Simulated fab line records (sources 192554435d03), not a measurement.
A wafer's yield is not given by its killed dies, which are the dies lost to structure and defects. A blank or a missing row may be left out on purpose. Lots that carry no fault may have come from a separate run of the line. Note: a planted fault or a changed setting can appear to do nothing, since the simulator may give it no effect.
Chamber matching | flow n5Finfet | pecvd-03 running N5_BEOL_M9_PECVD_70: 3 sister chambers
The step deposits SiO2 from TEOS/O2, target thk 20 nm, time 22.7 s. 20 wafers are shown with their chamber, then 10 later ones without.

## WAFERS WITH THEIR CHAMBER
wafer  | chamber | throttleValvePct (%) | showerheadPlenumPTorr (Torr) | heaterPowerW (W)
L074.1 | 2       | 20.0                 | 8.78                         | 827
L074.3 | 0       | 22.2                 | 8.74                         | 863
L074.4 | 1       | 23.8                 | 8.78                         | 728
L075.2 | 0       | 22.4                 | 8.77                         | 878
L075.5 | 0       | 22.3                 | 8.75                         | 882
L075.6 | 2       | 19.7                 | 8.79                         | 837
L076.1 | 1       | 23.7                 | 8.78                         | 706
L076.2 | 0       | 22.1                 | 8.71                         | 891
L076.4 | 2       | 19.8                 | 8.78                         | 859
L079.1 | 0       | 22.3                 | 8.74                         | 745
L079.3 | 2       | 19.8                 | 8.77                         | 757
L079.4 | 2       | 19.9                 | 8.76                         | 730
L080.2 | 1       | 23.7                 | 8.76                         | 793
L080.5 | 2       | 19.9                 | 8.78                         | 874
L080.6 | 0       | 22.4                 | 8.76                         | 739
L082.2 | 1       | 23.8                 | 8.75                         | 732
L082.4 | 0       | 22.5                 | 8.75                         | 888
L082.5 | 2       | 19.8                 | 8.77                         | 879
L083.1 | 1       | 23.8                 | 8.77                         | 696
L083.4 | 0       | 22.1                 | 8.75                         | 775

SIGNATURES, as means of the wafers listed above
reading               | chamber 0 | chamber 1 | chamber 2 | scatter within a chamber
throttleValvePct      | 22.288    | 23.760    | 19.843    | 0.113
showerheadPlenumPTorr | 8.7462    | 8.7680    | 8.7757    | 0.0142
heaterPowerW          | 832.62    | 731.00    | 823.29    | 58.2
Rule: for a wafer and a chamber, the distance is found by dividing, reading by reading, the gap between the wafer's reading and the chamber's mean by the reading's scatter, squaring, summing and taking the root. If the next closest chamber is less than 2 further off than the closest, the wafer can't be placed; otherwise it belongs to the closest. The scatter: take each reading less its chamber's mean, square it, sum over the shown wafers, divide by the number of wafers less the number of chambers, and take the root.

## WAFERS MISSING THEIR CHAMBER
wafer  | throttleValvePct (%) | showerheadPlenumPTorr (Torr) | heaterPowerW (W)
L083.5 | 20.0                 | 8.79                         | 832
L093.3 | 23.5                 | 8.80                         | 813
L093.5 | 20.0                 | 8.78                         | 876
L093.6 | 23.7                 | 8.77                         | 802
L095.1 | 20.0                 | 8.78                         | 772
L095.4 | 22.4                 | 8.74                         | 889
L095.6 | 23.9                 | 8.76                         | 814
L096.2 | 20.0                 | 8.79                         | 859
L096.4 | 20.1                 | 8.77                         | 865
L096.5 | 22.3                 | 8.73                         | 752

## EACH ONE'S CHAMBER
wafer  | from the rows above | in truth
L083.5 | 2                   | 2
L093.3 | 1                   | 1
L093.5 | 2                   | 2
L093.6 | 1                   | 1
L095.1 | 2                   | 2
L095.4 | 0                   | 0
L095.6 | 1                   | 1
L096.2 | 2                   | 2
L096.4 | 2                   | 2
L096.5 | 0                   | 0
Correctly placed: 10 of 10. Left unplaced by these rows: 0. Placed wrongly: 0.
